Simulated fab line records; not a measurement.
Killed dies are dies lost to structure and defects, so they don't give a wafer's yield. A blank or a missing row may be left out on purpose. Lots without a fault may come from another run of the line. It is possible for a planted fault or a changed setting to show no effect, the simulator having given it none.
fab line records    flow n5-finfet
record lots=5  wafers=14  last-day=18
route steps=1938 shown BEOL_M6@1254 BEOL_M7@1263 PASSIVATION@1936
lots that met no fault: from a run of the same line without faults
start-h: hours from the record's first day to the start of the lot's first wafer shown    wait-h: hours since the lot's step before    " the same as in the row above    L1.1+2: several wafers, shown together as one row    - value missing, or start not given    * or withheld: withheld    < > ~ a bound
route shown NAME@n: names a module that has steps shown in the file, with the first one's number in the route    usual: mean/standard deviation taken from wafers without a fault    same: alike in all rows    chamber/n: place in a boat    sites: the reading at each site    _std_site: the standard deviation of these    _edge_site: mean of outer sites minus mean of inner sites    radius-mm: for every site, how far away it sits from the centre of the wafer    mask NAME#n: copy n    behind: the most recent tool/chamber to have shaped the wafer    hold: cause of the lot's hold/its duration in hours/its outcome    device: transistor that didn't switch, given as n, p or np    end of line: the same wafers' tests at the end of the route    a step with no rows: only its recipe    killed: the dies lost at the first sort to structure and to defects; this is not the yield of the wafer    map: dies across one wafer; x = killed, . = not, _ = none there
set.NAME: the setting as run; set.NAME@STEP: as run at that earlier step    model.NAME: the simulator's own value behind a step, which no gauge read
lots at some steps of the route; a table a step, a row a wafer
services: the hour from which a tool's chamber was out of use, counted from the record's first day as start-h (under 0 if before that day), plus the number of hours and why
## steps
# step N5_BEOL_M6_SPUTTER_48
# recipe material=Cu  target-thk-a=100  temp-c=-20  bias-v=60  power-w=26000  chamber-pressure-pa=0.13  time-s=1.667
# usual throttle-valve-pct=29.8/1
lot.wafer  tool            chamber  start-h  wait-h  throttle-valve-pct
L246.2     pvd-sputter-03  -        205.94   0.1     31.1
L246.3     "               -        "        "       28.7
L246.5     "               -        "        "       30.7
L247.2     pvd-sputter-01  -        206.28   0.1     29.3
L247.3     "               -        "        "       29.1
L247.4     "               -        "        "       30.2
L259.2     pvd-sputter-02  -        290.64   0.1     29.9
L259.6     "               -        "        "       30.0
L264.1     pvd-sputter-03  -        330.47   0.1     31.3
L264.2     "               -        "        "       30.8
L264.4     "               -        "        "       28.9
L266.2     pvd-sputter-02  -        347.72   0.4     31.1
L266.3     "               -        "        "       29.8
L266.4     "               -        "        "       28.7
# step N5_BEOL_M6_ECD_50
# recipe material=Cu  target-thk-a=3000
# step N5_BEOL_M6_ANNEAL_51
# recipe temp-c=225  time-s=90  ambient=N2
# step N5_BEOL_M6_CMP_52
# recipe stop-on=SiCOH_lowk  t-overpolish-s=6.9  down-force-psi=1  platen-rpm=50  clearing-platen-down-force-psi=1.5  clearing-platen-rpm=50  post-cmp-clean=cu-alkaline  target-thk-nm=80  clearing-platen-pad-velocity-m-s=0.99484  pad-velocity-m-s=0.99484
# step N5_BEOL_M6_THK_MEAS_53
# recipe thk-meas-gauge=xrf  reads=Cu_of_BEOL_M6_ECD_50
# usual M6_THK=81.3/2.9
lot.wafer  tool           chamber  start-h  wait-h  M6_THK[nm]
L246.2     film-metro-01  -        207.09   -       81.6
L246.3     "              -        "        "       83.5
L246.5     "              -        "        "       82.4
L247.2     film-metro-01  -        207.37   -       81.2
L247.3     "              -        "        "       82.3
L247.4     "              -        "        "       80.8
L259.2     film-metro-01  -        291.77   -       81.3
L259.6     "              -        "        "       81.6
L264.1     film-metro-01  -        331.48   -       77.8
L264.2     "              -        "        "       79.4
L264.4     "              -        "        "       81.1
L266.2     film-metro-01  -        348.52   -       78.8
L266.3     "              -        "        "       76.9
L266.4     "              -        "        "       79.9
# step N5_BEOL_M6_PRE_CLEAN_55
# recipe gas=NH3  time-s=15  temp-c=withheld  rf-power-w=300
# step N5_BEOL_M6_DEP_56
# recipe material=SiCN  target-thk-a=100  temp-c=withheld  precursor=3MS/NH3  pressure-torr=3  rf-w=202  time-s=17.5
# usual showerhead-plenum-p-Torr=3.659/0.013  throttle-valve-pct=9.0/0.61
lot.wafer  tool      chamber  start-h  wait-h  showerhead-plenum-p-Torr  throttle-valve-pct
L246.2     pecvd-04  0        207.16   0.0     3.643                     10.4
L246.3     "         2        "        "       3.661                     8.5
L246.5     "         0        "        "       3.657                     10.6
L247.2     pecvd-01  0        207.45   0.0     3.647                     8.8
L247.3     "         1        "        "       3.637                     8.9
L247.4     "         0        "        "       3.654                     8.8
L259.2     pecvd-01  0        291.83   0.0     3.652                     8.7
L259.6     "         0        "        "       3.650                     9.0
L264.1     pecvd-02  2        331.54   0.0     3.657                     8.5
L264.2     "         1        "        "       3.666                     8.7
L264.4     "         0        "        "       3.672                     9.6
L266.2     pecvd-01  1        348.59   0.0     3.651                     9.3
L266.3     "         2        "        "       3.640                     9.0
L266.4     "         1        "        "       3.654                     9.1
# step N5_BEOL_M6_RS_MEAS_57
# recipe thk-meas-gauge=four-point-probe  reads=Cu_of_BEOL_M6_ECD_50+Co_of_BEOL_M6_CVD_78+TaN_of_BEOL_M6_ALD_77
# usual M6_RS=0.285/0.011
lot.wafer  tool           chamber  start-h  wait-h  M6_RS[ohm/sq]
L246.2     film-metro-01  -        207.25   0.1     0.285
L246.3     "              -        "        "       0.277
L246.5     "              -        "        "       0.281
L247.2     film-metro-01  -        207.53   0.1     0.284
L247.3     "              -        "        "       0.280
L247.4     "              -        "        "       0.287
L259.2     film-metro-02  -        291.90   0.1     0.285
L259.6     "              -        "        "       0.284
L264.1     film-metro-01  -        331.61   0.1     0.299
L264.2     "              -        "        "       0.292
L264.4     "              -        "        "       0.284
L266.2     film-metro-02  -        348.66   0.1     0.296
L266.3     "              -        "        "       0.305
L266.4     "              -        "        "       0.290
# step N5_BEOL_M6_INSPECT_58
# recipe inspect-instrument=darkfield  mode=post-dep
# usual raw-defect-count=75/27
lot.wafer  tool               chamber  start-h  wait-h  raw-defect-count
L246.2     defect-inspect-02  -        207.28   0.0     71
L246.3     "                  -        "        "       98
L246.5     "                  -        "        "       54
L247.2     defect-inspect-01  -        207.56   0.0     73
L247.3     "                  -        "        "       98
L247.4     "                  -        "        "       85
L259.2     defect-inspect-02  -        291.93   0.0     82
L259.6     "                  -        "        "       131
L264.1     defect-inspect-02  -        331.64   0.0     99
L264.2     "                  -        "        "       52
L264.4     "                  -        "        "       75
L266.2     defect-inspect-01  -        348.68   0.0     160
L266.3     "                  -        "        "       114
L266.4     "                  -        "        "       87
# step N5_BEOL_M7_ILD_DEP_00
# recipe material=SiCOH_lowk  target-thk-a=1797.5  temp-c=300  precursor=DEMS/porogen  pressure-torr=5  rf-w=500  time-s=33.4
# usual heater-power-w=327/65  showerhead-plenum-p-Torr=5.738/0.016  throttle-valve-pct=13.7/0.56
lot.wafer  tool      chamber  start-h  wait-h  heater-power-w  showerhead-plenum-p-Torr  throttle-valve-pct
L246.2     pecvd-03  0        207.31   0.0     333             5.748                     14.3
L246.3     "         1        "        "       307             5.752                     13.4
L246.5     "         1        "        "       319             5.745                     13.4
L247.2     pecvd-01  0        207.59   0.0     271             5.728                     13.4
L247.3     "         0        "        "       275             5.709                     13.5
L247.4     "         1        "        "       377             5.707                     14.0
L259.2     pecvd-02  0        291.96   0.0     277             5.754                     14.6
L259.6     "         1        "        "       223             5.726                     13.7
L264.1     pecvd-03  2        331.68   0.0     414             5.765                     14.0
L264.2     "         1        "        "       338             5.738                     13.5
L264.4     "         2        "        "       434             5.755                     13.8
L266.2     pecvd-02  1        348.72   0.0     291             5.740                     13.4
L266.3     "         0        "        "       294             5.756                     14.8
L266.4     "         1        "        "       287             5.725                     13.7
# step N5_BEOL_M7_CURE_74
# recipe temp-c=385  time-s=240  ambient=He/Ar  material=SiCOH_lowk
# usual lamp-power-pct=52.31/0.058  wafer_temp_C_max=386.8/0.62
lot.wafer  tool        chamber  start-h  wait-h  lamp-power-pct  wafer_temp_C_max
L246.2     uv-cure-03  1        207.46   0.1     52.36           386.6
L246.3     "           1        "        "       52.30           386.2
L246.5     "           1        "        "       52.39           386.6
L247.2     uv-cure-01  1        207.81   0.2     52.29           387.5
L247.3     "           1        "        "       52.32           387.2
L247.4     "           1        "        "       52.35           387.5
L259.2     uv-cure-01  1        292.36   0.4     52.36           386.6
L259.6     "           1        "        "       52.37           387.4
L264.1     uv-cure-03  1        331.76   0.1     52.29           386.6
L264.2     "           1        "        "       52.30           386.5
L264.4     "           1        "        "       52.29           386.9
L266.2     uv-cure-03  0        348.98   0.2     52.35           385.8
L266.3     "           0        "        "       52.30           386.2
L266.4     "           0        "        "       52.15           386.1
# step N5_BEOL_M7_THK_MEAS_01
# recipe reads=SiCOH_lowk_of_BEOL_M7_ILD_DEP_00
# usual M7_ILD_THK=154.6/1.9
lot.wafer  tool           chamber  start-h  wait-h  M7_ILD_THK[nm]
L246.2     film-metro-01  -        207.89   0.4     152.1
L246.3     "              -        "        "       153.4
L246.5     "              -        "        "       154.7
L247.2     film-metro-02  -        208.24   0.4     152.8
L247.3     "              -        "        "       154.7
L247.4     "              -        "        "       154.3
L259.2     film-metro-02  -        292.79   0.4     154.6
L259.6     "              -        "        "       154.5
L264.1     film-metro-02  -        332.28   0.4     155.4
L264.2     "              -        "        "       151.8
L264.4     "              -        "        "       158.8
L266.2     film-metro-01  -        349.41   0.4     151.7
L266.3     "              -        "        "       154.8
L266.4     "              -        "        "       154.6
# step N5_BEOL_M7_PECVD_70
# recipe material=SiO2  target-thk-a=200  temp-c=400  precursor=TEOS/O2  pressure-torr=5.5  rf-w=450  teos-flow-sccm=53.8  gas=O2  flow-sccm=3000  time-s=22.7
# usual heater-power-w=726/120  showerhead-plenum-p-Torr=8.76/0.064  throttle-valve-pct=22.3/0.81
lot.wafer  tool      chamber  start-h  wait-h  heater-power-w  showerhead-plenum-p-Torr  throttle-valve-pct  model.SiO2_of_BEOL_M7_PECVD_70.thk-nm
L246.2     pecvd-01  0        207.93   0.0     676             8.70                      21.6                20.2
L246.3     "         1        "        "       705             8.68                      22.7                19.8
L246.5     "         0        "        "       697             8.70                      21.6                20.2
L247.2     pecvd-02  0        208.28   0.0     662             8.84                      23.2                19.8
L247.3     "         1        "        "       651             8.73                      22.0                19.8
L247.4     "         0        "        "       674             8.85                      23.2                19.8
L259.2     pecvd-01  2        292.83   0.0     996             8.73                      23.0                20
L259.6     "         0        "        "       678             8.72                      21.6                28
L264.1     pecvd-03  2        332.31   0.0     799             8.83                      22.8                20.4
L264.2     "         1        "        "       770             8.80                      21.6                20.2
L264.4     "         2        "        "       778             8.81                      22.9                20.4
L266.2     pecvd-03  1        349.45   0.0     821             8.82                      21.5                20
L266.3     "         1        "        "       839             8.81                      21.8                20
L266.4     "         2        "        "       830             8.80                      22.5                20.4
# step N5_BEOL_M7_HM_DEP_02
# recipe material=TiN  target-thk-a=200  temp-c=25  chamber-pressure-pa=0.49996
# step N5_BEOL_M7_COAT_59
# recipe resist=SOC  temp-c=250  time-s=60  spin-rpm=1500  resist-thk-nm=100
# step N5_BEOL_M7_COAT_60
# recipe resist=SiARC  temp-c=220  time-s=60  spin-rpm=1500  resist-thk-nm=35
# step N5_BEOL_M7_COAT_05
# recipe resist=CAR-ArF  spin-rpm=1500  resist-thk-nm=90
# step N5_BEOL_M7_EBR_07
# recipe solvent=PGMEA  ebr-width-mm=1.5
# step N5_BEOL_M7_SOFTBAKE_06
# recipe temp-c=110  time-s=60  resist=CAR-ArF
# step N5_BEOL_M7_EXPOSE_08
# recipe mask-id=M7  na=1.35  source-shape=dipole  sigma-inner=0.817  sigma-outer=0.97  polarization=te  dose-mj=68.25
# step N5_BEOL_M7_PEB_09
# recipe peb-temp-c=withheld  peb-time-s=60  resist=CAR-ArF
# step N5_BEOL_M7_DEVELOP_10
# recipe develop-time-s=30  developer=TMAH  resist=CAR-ArF  rinse-liquid=diw  dry=air-spin  dev-temp-c=23
# step N5_BEOL_M7_CD_MEAS_11
# recipe target-cd-nm=38.5  landing-energy-ev=500  detector=se-inlens  polarity=opening
# usual cd-nm=38.4/0.65
lot.wafer  tool       chamber  start-h  wait-h  cd-nm
L246.2     cd-sem-03  0        209.21   -       38.4
L246.3     "          0        "        "       39.1
L246.5     "          0        "        "       38.7
L247.2     cd-sem-02  0        209.37   -       39.0
L247.3     "          0        "        "       37.8
L247.4     "          0        "        "       38.0
L259.2     cd-sem-03  0        293.39   -       37.8
L259.6     "          0        "        "       37.4
L264.1     cd-sem-02  0        333.48   -       37.7
L264.2     "          0        "        "       37.8
L264.4     "          0        "        "       37.5
L266.2     cd-sem-03  0        354.65   -       38.6
L266.3     "          0        "        "       38.8
L266.4     "          0        "        "       38.2
# step N5_BEOL_M7_OVL_MEAS_12
# recipe points-per-wafer=44
# usual M7_OVL=0.1/0.65
lot.wafer  tool        chamber  start-h  wait-h  M7_OVL[nm]
L246.2     overlay-02  0        209.24   0.0     0.1
L246.3     "           0        "        "       -0.9
L246.5     "           0        "        "       0.2
L247.2     overlay-02  0        209.40   0.0     -0.7
L247.3     "           0        "        "       -0.4
L247.4     "           0        "        "       0.3
L259.2     overlay-01  0        293.42   0.0     0.6
L259.6     "           0        "        "       0.4
L264.1     overlay-02  0        333.51   0.0     0.2
L264.2     "           0        "        "       2.4
L264.4     "           0        "        "       0.8
L266.2     overlay-01  0        354.68   0.0     0.8
L266.3     "           0        "        "       0.7
L266.4     "           0        "        "       -0.7
# step N5_BEOL_M7_INSPECT_13
# recipe mode=adi  inspect-instrument=brightfield
# usual raw-defect-count=396/95
lot.wafer  tool               chamber  start-h  wait-h  raw-defect-count
L246.2     defect-inspect-01  -        209.26   0.0     281
L246.3     "                  -        "        "       351
L246.5     "                  -        "        "       310
L247.2     defect-inspect-01  -        209.43   0.0     338
L247.3     "                  -        "        "       496
L247.4     "                  -        "        "       378
L259.2     defect-inspect-01  -        293.44   0.0     374
L259.6     "                  -        "        "       465
L264.1     defect-inspect-02  -        333.53   0.0     389
L264.2     "                  -        "        "       357
L264.4     "                  -        "        "       289
L266.2     defect-inspect-02  -        354.70   0.0     676
L266.3     "                  -        "        "       645
L266.4     "                  -        "        "       448
# step N5_BEOL_M7_DESCUM_16
# recipe chemistry=O2  time-s=7.9  source-power-w=50  bias-power-w=20  pressure-mtorr=20  rf-frequency-hz=2.712e+07  temp-c=40  resist=CAR-ArF  o2-flow-sccm=225
# usual drypump-motor-current-A=5.7/0.5  oes-product-au=0.78/0.1  rf-vpp-V=243.2/1.4  showerhead-plenum-p-Torr=2.09/0.073  throttle-valve-pct=20.50/0.29
lot.wafer  tool         chamber  start-h  wait-h  drypump-motor-current-A  oes-product-au  rf-hours-counter-h  rf-vpp-V  showerhead-plenum-p-Torr  throttle-valve-pct
L246.2     rie-diel-03  3        209.32   0.1     5.1                      0.74            208                 242.8     2.07                      20.59
L246.3     "            2        "        "       5.3                      0.70            238                 242.5     2.14                      20.69
L246.5     "            0        "        "       5.6                      0.72            -                   244.0     2.14                      20.79
L247.2     rie-diel-03  1        209.62   0.2     5.7                      0.75            192                 242.3     2.02                      20.84
L247.3     "            2        "        "       5.3                      0.70            238                 245.0     2.14                      20.70
L247.4     "            3        "        "       5.1                      0.73            208                 243.1     2.07                      20.60
L259.2     rie-diel-03  1        293.52   0.1     5.7                      0.73            219                 242.6     2.01                      20.88
L259.6     "            3        "        "       5.0                      0.71            -                   243.1     2.06                      20.63
L264.1     rie-diel-03  2        333.57   0.0     5.3                      0.96            19                  244.7     2.13                      20.28
L264.2     "            3        "        "       5.1                      0.70            244                 243.8     2.06                      20.64
L264.4     "            1        "        "       5.7                      0.72            230                 240.3     2.00                      20.88
L266.2     rie-diel-03  1        354.73   0.0     5.7                      0.72            235                 241.0     2.00                      20.89
L266.3     "            2        "        "       5.3                      0.95            25                  244.0     2.13                      20.29
L266.4     "            0        "        "       5.6                      0.94            18                  245.6     2.13                      20.39
# step N5_BEOL_M7_ETCH_61
# recipe chemistry=CF4  target=SiARC  target-depth-a=455  mask-material=CAR-ArF  time-s=75.8  ion-energy-ev=80  pressure-mtorr=40  source-w=545  bias-w=36  Ar_flow_sccm=100  cf4-flow-sccm=100  ends=cleared
# step N5_BEOL_M7_ETCH_62
# recipe chemistry=N2/H2  target=SOC  target-depth-a=1100  overetch-a=220  mask-material=SiARC  temp-c=40  time-s=165  ion-energy-ev=200  pressure-mtorr=30  source-w=840  bias-w=150  n2-flow-sccm=200  h2-flow-sccm=200
# step N5_BEOL_M7_STRIP_68
# recipe chemistry=N2/H2  temp-c=40  n2-flow-sccm=200  h2-flow-sccm=200  rf-frequency-hz=6e+07
# step N5_BEOL_M7_STRIP_67
# recipe chemistry=CF4  resist=SiARC  power-w=300  bias-power-w=75  pressure-mtorr=50  cf4-flow-sccm=150  rf-frequency-hz=6e+07
# step N5_BEOL_M7_HM_OPEN_17
# recipe chemistry=Cl2/BCl3  target-depth-a=200  overetch-a=60  target=TiN  mask-material=SOC  ion-energy-ev=150  pressure-mtorr=10  icp-w=1000  bias-w=126  Cl2_flow_sccm=53.25  bcl3-flow-sccm=21.75  Ar_flow_sccm=25
# step N5_BEOL_M7_STRIP_19
# recipe chemistry=O2  power-w=400  temp-c=40  pressure-mtorr=30  rf-frequency-hz=6e+07  bias-power-w=0  overash-fraction=0.2  o2-flow-sccm=225
# step N5_BEOL_M7_CD_MEAS_18
# recipe pitch-nm=80  target-cd-nm=40
# usual cd-nm=40.1/0.84
lot.wafer  tool       chamber  start-h  wait-h  cd-nm
L246.2     cd-sem-02  -        209.94   0.1     40.8
L246.3     "          -        "        "       40.3
L246.5     "          -        "        "       39.9
L247.2     cd-sem-02  -        210.08   0.1     40.8
L247.3     "          -        "        "       39.0
L247.4     "          -        "        "       40.2
L259.2     cd-sem-01  -        294.06   0.1     39.3
L259.6     "          -        "        "       39.6
L264.1     cd-sem-01  -        334.03   0.0     40.3
L264.2     "          -        "        "       39.9
L264.4     "          -        "        "       39.3
L266.2     cd-sem-01  -        355.19   0.1     40.6
L266.3     "          -        "        "       40.3
L266.4     "          -        "        "       39.7
# step N5_BEOL_M7_COAT_63
# recipe resist=SOC  temp-c=250  time-s=60  spin-rpm=1500  resist-thk-nm=60
# step N5_BEOL_M7_COAT_64
# recipe resist=SiARC  temp-c=220  time-s=60  spin-rpm=1500  resist-thk-nm=12
# step N5_BEOL_M7_COAT_71
# recipe resist=underlayer  temp-c=205  time-s=60  spin-rpm=1500  resist-thk-nm=5
# step N5_BEOL_M7_COAT_22
# recipe resist=CAR-EUV  spin-rpm=1500  resist-thk-nm=30
# step N5_BEOL_M7_EBR_24
# recipe solvent=PGMEA  ebr-width-mm=1.5
# step N5_BEOL_M7_SOFTBAKE_23
# recipe temp-c=110  time-s=60  resist=CAR-EUV
# step N5_BEOL_M7_EXPOSE_25
# recipe mask-id=V6  na=0.33  source-shape=annular  sigma-inner=0.4  sigma-outer=0.8  polarization=unpolarized  target-cd-nm=40  dose-mj=42.5
# step N5_BEOL_M7_PEB_26
# recipe peb-temp-c=100  peb-time-s=60  resist=CAR-EUV
# step N5_BEOL_M7_DEVELOP_27
# recipe develop-time-s=30  developer=TMAH  resist=CAR-EUV  rinse-liquid=surfactant-rinse  dry=air-spin  dev-temp-c=23
# step N5_BEOL_M7_HM_STRIP_39
# recipe chemistry=peroxide-tin-strip  material=TiN  target-depth-a=250  temp-c=50  time-s=158
lot.wafer  tool          chamber  start-h  wait-h  model.SiO2_of_BEOL_M7_PECVD_70.thk-nm
L246.2+5   wet-bench-02  0,7      212.67   0.0     20
L246.3     "             1        "        "       19.6
L247.2+3   wet-bench-04  6,3      213.61   0.0     19.8
L247.4     "             4        "        "       19.6
L259.2     wet-bench-04  4        295.19   0.0     20
L259.6     "             0        "        "       27.8
L264.1     wet-bench-02  4        336.50   0.0     20.2
L264.2     "             0        "        "       20
L264.4     "             3        "        "       20.4
L266.2+3   wet-bench-02  0,6      358.44   0.0     20
L266.4     "             4        "        "       20.2
# step N5_BEOL_M7_CMP_52
# recipe stop-on=SiCOH_lowk  t-overpolish-s=6.9  down-force-psi=1  platen-rpm=50  clearing-platen-down-force-psi=1.5  clearing-platen-rpm=50  post-cmp-clean=cu-alkaline  target-thk-nm=80  clearing-platen-pad-velocity-m-s=0.99484  pad-velocity-m-s=0.99484
# usual barrier-field-endpoint-s=29.5/0.83  motor-current-A=6.1/0.59
lot.wafer  tool    chamber  start-h  wait-h  barrier-field-endpoint-s  motor-current-A
L246.3     cmp-01  2        214.90   0.2     28.5                      5.6
L246.2     "       0        "        "       30.2                      5.7
L246.5     "       3        "        "       28.8                      5.5
L247.4     cmp-02  3        216.16   0.1     30.0                      7.6
L247.3     "       1        "        "       28.5                      6.4
L247.2     "       2        "        "       29.2                      6.7
L259.2     cmp-01  3        299.39   0.3     28.7                      5.3
L259.6     "       1        "        "       38.8                      5.3
L264.2     cmp-04  1        338.94   0.2     30.5                      5.9
L264.4     "       2        "        "       31.2                      6.0
L264.1     "       3        "        "       31.9                      6.0
L266.2     cmp-04  0        361.95   0.2     29.1                      6.1
L266.4     "       1        "        "       30.4                      5.6
L266.3     "       2        "        "       28.3                      6.3
# step N5_PASSIVATION_PROBE_49
# usual defect-limited-yield=91.1/1.5  killed_at_M0_to_M3=37/11  killed_at_M4_up=13/5.6  killed-at-contacts=12/5.6  killed-at-front-end=39/11  killed-at-other=4/3.1  killed-dies=105/18  killed-open=69/13  killed-short=35/7.4  sort_bin_5_function=5.1/0.92  sort_bin_6_memory=3.4/0.76  sort_bin_8_speed=0.02/0.11  sort-n-pass=1075/18  sort-yield-pct=91.1/1.5
# same gross-dies=1180  killed-at-back-side=0  sort_bin_4_leakage[%]=0
lot.wafer  tool       chamber  start-h  wait-h  defect-limited-yield[%]  killed_at_M0_to_M3  killed_at_M4_up  killed-at-contacts  killed-at-front-end  killed-at-other  killed-dies  killed-open  killed-short  sort_bin_5_function[%]  sort_bin_6_memory[%]  sort_bin_8_speed[%]  sort-n-pass  sort-yield-pct[%]
L259.6     prober-02  -        390.44   0.3     91.2                     36                  18               12                  36                   2                104          68           36            4.8                     3.9                   0                    1076         91.2
L264.1     prober-01  -        413.63   0.0     90.9                     30                  19               1                   51                   6                107          71           36            5.5                     3.6                   0                    1073         90.9
L264.2     prober-01  -        413.68   0.1     90.8                     50                  13               4                   37                   4                108          70           38            5.4                     3.6                   0                    1072         90.8
L264.4     prober-01  -        413.78   0.2     93.1                     38                  15               3                   20                   6                82           53           27            4.5                     2.1                   0                    1098         93.1
# killed by level:class
L259.6 BEOL_M0_SAQP:geometric-particle:short=13 MOL_CONTACT_COAG:geometric-particle:open=11 BEOL_M4:geometric-particle:open=10 STI_FIN_REVEAL:geometric-particle:open=8 BEOL_M0_SAQP:geometric-particle:open=8 BEOL_M3:geometric-particle:open=8 FIN_SAQP:geometric-particle:short=6 FIN_SAQP:geometric-particle:open=4
L264.1 STI_FIN_REVEAL:geometric-particle:open=17 BEOL_M0_SAQP:geometric-particle:open=8 BEOL_M4:geometric-particle:open=7 FIN_SAQP:geometric-particle:short=6 BEOL_M3:geometric-particle:open=6 STARTING-WAFER:geometric-particle:short=6 FIN_SAQP:geometric-particle:open=5 STI_FIN_REVEAL:geometric-particle:short=5
L264.2 BEOL_M0_SAQP:geometric-particle:short=15 STI_FIN_REVEAL:geometric-particle:open=14 BEOL_M0_SAQP:geometric-particle:open=14 BEOL_M3:geometric-particle:open=12 STI_FIN_REVEAL:geometric-particle:short=6 BEOL_M4:geometric-particle:open=6 BEOL_M8:geometric-particle:open=4 FIN_SAQP:geometric-particle:short=3
L264.4 BEOL_M0_SAQP:geometric-particle:open=13 BEOL_M4:geometric-particle:open=8 BEOL_M0_SAQP:geometric-particle:short=7 BEOL_M3:geometric-particle:open=6 BEOL_M2:geometric-particle:open=5 STI_FIN_REVEAL:geometric-particle:open=4 GATE_CUT:geometric-particle:short=3 BEOL_M1:geometric-particle:open=3
## services
tool            chamber  start-h  hours  kind
pecvd-02        -        183.88   14.6   pm
pecvd-01        2        185.92   28.9   repair
uv-cure-03      -        192.98   0.3    repair
cmp-01          -        199.59   4.0    pm
uv-cure-03      -        208.83   2.1    pm
cmp-02          -        212.30   1.2    repair
cmp-04          -        226.17   0.8    repair
cmp-02          -        240.29   1.6    repair
cmp-04          -        247.55   1.4    repair
uv-cure-01      -        249.66   0.5    repair
uv-cure-01      -        250.81   0.8    repair
cmp-01          -        252.12   1.1    repair
uv-cure-03      -        264.08   1.0    pm
pecvd-02        -        271.91   2.8    pm
pecvd-03        -        275.45   6.0    pm
uv-cure-01      -        276.86   1.2    repair
cmp-04          -        277.06   6.8    pm
pecvd-01        -        283.28   4.3    pm
cmp-01          -        288.05   0.5    repair
uv-cure-01      -        292.76   14.6   pm
pvd-sputter-02  -        311.06   2.8    repair
uv-cure-03      -        323.29   7.1    pm
uv-cure-01      -        346.62   11.6   repair
pvd-sputter-03  -        348.61   9.2    repair
## key
first-sign step=N5_BEOL_M7_CMP_52  reading=barrier-field-endpoint-s  direction=up  sigmas=11  usual=29.5  struck=38.8
effect none on later readings
model-effect step=N5_BEOL_M7_PECVD_70  value=SiO2_of_BEOL_M7_PECVD_70.thk-nm  without=20.4  struck=28
model-effect step=N5_BEOL_M7_HM_STRIP_39  value=SiO2_of_BEOL_M7_PECVD_70.thk-nm  without=20.4  struck=27.8
met-at N5_BEOL_M7_PECVD_70
struck-wafers L259.6
onset-between 207.93 292.83
fault kind=process-parameter-drift  tool=pecvd-01  chamber=-  onset-h=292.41  steps=N5_BEOL_M7_PECVD_70  channel=time-s  offset=*  shape=step  end-h=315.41  scope=struck-wafers-only  acts-in=*  stated=*
